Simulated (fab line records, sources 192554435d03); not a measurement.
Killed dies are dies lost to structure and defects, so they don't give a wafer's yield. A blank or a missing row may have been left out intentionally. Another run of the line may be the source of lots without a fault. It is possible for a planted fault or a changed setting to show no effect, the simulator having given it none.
Chamber matching -- flow n5Finfet -- 4 sister chambers for N5_GATE_CUT_CMP_23 on cmp-04
The step polishes, stops on SiO2, t overpolish 23.4 s, target thk 16 nm. 14 wafers are shown with their chamber, then 7 later ones without.

## WAFERS WITH THEIR CHAMBER
wafer,chamber,motorCurrentA (A),overpolishRunS (s),timeToEndpointS (s)
L077.3,2,8.3,23.388,20.2
L077.5,0,7.1,23.394,19.8
L077.6,1,8.9,23.399,19.2
L082.4,2,8.7,23.389,21.4
L082.5,0,7.5,23.395,21.1
L082.6,3,9.4,23.410,22.6
L084.1,3,10.0,23.396,17.9
L084.4,1,9.2,23.388,17.3
L084.6,3,9.6,23.390,19.0
L086.2,2,8.3,23.395,16.7
L086.3,1,9.6,23.399,16.9
L086.4,3,9.9,23.405,18.8
L087.1,0,7.7,23.412,17.4
L087.2,3,9.9,23.391,20.1

SIGNATURES (averages over the wafers above)
reading,chamber 0,chamber 1,chamber 2,chamber 3,scatter within a chamber
motorCurrentA,7.433,9.233,8.433,9.760,0.281
overpolishRunS,23.40033,23.39533,23.39067,23.39840,0.00789
timeToEndpointS,19.433,17.800,19.433,19.680,1.87
Rule: distance of a wafer from a chamber = root of the sum over the readings of ((wafer's reading minus chamber's mean) / reading's scatter) squared. The wafer belongs to the nearest chamber; if the next one is less than 2 further off, it can't be placed. How the scatter is found: for the shown wafers, subtract from each reading the mean of its chamber, square and add these, divide the total by (wafers less chambers), then take the root.

## WAFERS WITH NO CHAMBER GIVEN
wafer,motorCurrentA (A),overpolishRunS (s),timeToEndpointS (s)
L087.6,7.9,23.398,19.8
L091.3,7.6,23.411,18.3
L091.4,8.6,23.399,16.7
L091.6,7.6,23.391,17.1
L096.3,8.5,23.405,18.2
L096.5,7.7,23.417,21.0
L096.6,9.9,23.406,17.9

## CHAMBER TAKEN BY EACH
wafer,from the rows above,in truth
L087.6,can't be placed: 0 or 2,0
L091.3,0,0
L091.4,can't be placed: 2 or 1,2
L091.6,can't be placed: 0 or 2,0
L096.3,can't be placed: 2 or 1 or 0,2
L096.5,can't be placed: 0 or 2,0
L096.6,can't be placed: 3 or 1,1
Correct placement for 1 of the 7. From these rows, 6 cannot be placed; in 6 the true chamber is one of the candidates. Wrongly placed: 0.
